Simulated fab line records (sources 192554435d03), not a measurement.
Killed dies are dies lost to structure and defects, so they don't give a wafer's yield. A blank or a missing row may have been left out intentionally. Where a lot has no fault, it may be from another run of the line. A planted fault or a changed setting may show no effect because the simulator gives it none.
The tool behind it: which one? + flow n5-finfet + 10 lots with 30 wafers sampled at 4 steps, on a route of 1938 steps

WHAT THE GAUGES READ, wafer by wafer
N5_BEOL_M2_THK_MEAS_01.
| lot  | measured     | on            | M2_ILD_THK (nm)   |
|------|--------------|---------------|-------------------|
| L873 | day 6 19:22  | film-metro-01 | 78.0 79.1 78.8    |
| L874 | day 7 00:04  | film-metro-01 | 77.7 79.4 78.8    |
| L876 | day 7 07:37  | film-metro-02 | 79.4 79.9 80.5    |
| L880 | day 8 12:55  | film-metro-01 | 79.3 78.6 78.4    |
| L883 | day 9 14:59  | film-metro-02 | 156.3 157.1 158.0 |
| L889 | day 10 17:36 | film-metro-02 | 158.5 159.5 159.6 |
| L891 | day 11 02:56 | film-metro-01 | 78.7 80.8 80.0    |
| L892 | day 11 05:51 | film-metro-01 | 79.4 80.0 81.6    |
| L894 | day 11 22:17 | film-metro-02 | 79.1 79.7 79.2    |
| L895 | day 12 00:37 | film-metro-01 | 77.5 79.6 79.7    |

TOOL THAT RAN EACH LOT (tool first, then ch and the chambers of the sampled wafers, then the start)
| lot  | N5_BEOL_M1_ANNEAL_91         | N5_BEOL_M1_DEP_57             | N5_BEOL_M2_ILD_DEP_00           |
|------|------------------------------|-------------------------------|---------------------------------|
| L873 | pvd-sputter-01, day 6 17:35  | pecvd-02 ch 2, day 6 19:09    | pecvd-04 ch 1,2, day 6 19:18    |
| L874 | pvd-sputter-01, day 6 22:18  | pecvd-03 ch 0,1, day 6 23:52  | pecvd-04 ch 0,1,2, day 6 23:59  |
| L876 | pvd-sputter-03, day 7 05:52  | pecvd-02 ch 0,2, day 7 07:25  | pecvd-03 ch 0,1, day 7 07:33    |
| L880 | pvd-sputter-01, day 8 11:10  | pecvd-03 ch 0,1, day 8 12:43  | pecvd-03 ch 0,1, day 8 12:51    |
| L883 | pvd-sputter-02, day 9 12:58  | pecvd-02 ch 0,1, day 9 14:32  | pecvd-03 ch 0,1,2, day 9 14:41  |
| L889 | pvd-sputter-02, day 10 15:37 | pecvd-01 ch 0,1, day 10 17:10 | pecvd-04 ch 1,2, day 10 17:18   |
| L891 | pvd-sputter-02, day 11 01:10 | pecvd-03 ch 0,2, day 11 02:44 | pecvd-02 ch 0,1, day 11 02:52   |
| L892 | pvd-sputter-02, day 11 04:05 | pecvd-01 ch 0,1, day 11 05:39 | pecvd-03 ch 0,2, day 11 05:47   |
| L894 | pvd-sputter-01, day 11 20:30 | pecvd-02 ch 1,2, day 11 22:04 | pecvd-03 ch 0,1,2, day 11 22:13 |
| L895 | pvd-sputter-02, day 11 22:51 | pecvd-03 ch 0,1, day 12 00:25 | pecvd-04 ch 0,1, day 12 00:33   |
- N5_BEOL_M1_ANNEAL_91: time 240 s.
- N5_BEOL_M1_DEP_57: deposits SiCN from 3MS/NH3, target thk 8 nm, time 14 s.
- N5_BEOL_M2_ILD_DEP_00: deposits SiOC from DEMS/O2, target thk 79 nm, time 15.3 s.

THE ANSWER, worked out from the rows above alone
Rule: usual is defined by the lots themselves. Put in order of their means at a reading, lots are off if they are a third of the lots or fewer, leave a main group of 4 or more, and stand apart from it by a gap of 3 or more times the standard deviation of the main group's means; of several such gaps the widest counts. If all means in a main group match to the digits the tables above print for the reading, that group is not used. Also off: a lot with no number at a reading for which 4 or more lots have one. All remaining lots with rows at the step are treated as sound.
Off: at N5_BEOL_M2_THK_MEAS_01 (M2_ILD_THK), L883, L889. The main group: mean 79.3 nm, standard deviation 0.62.
If a tool, at a process step before that reading, ran all the lots that are off and no sound lot after the first of them, it fits. The gauges at N5_BEOL_M2_THK_MEAS_01 are tried like those tools. Of those tried, none fits.

WHAT HAD BEEN PUT IN BY THE SIMULATOR
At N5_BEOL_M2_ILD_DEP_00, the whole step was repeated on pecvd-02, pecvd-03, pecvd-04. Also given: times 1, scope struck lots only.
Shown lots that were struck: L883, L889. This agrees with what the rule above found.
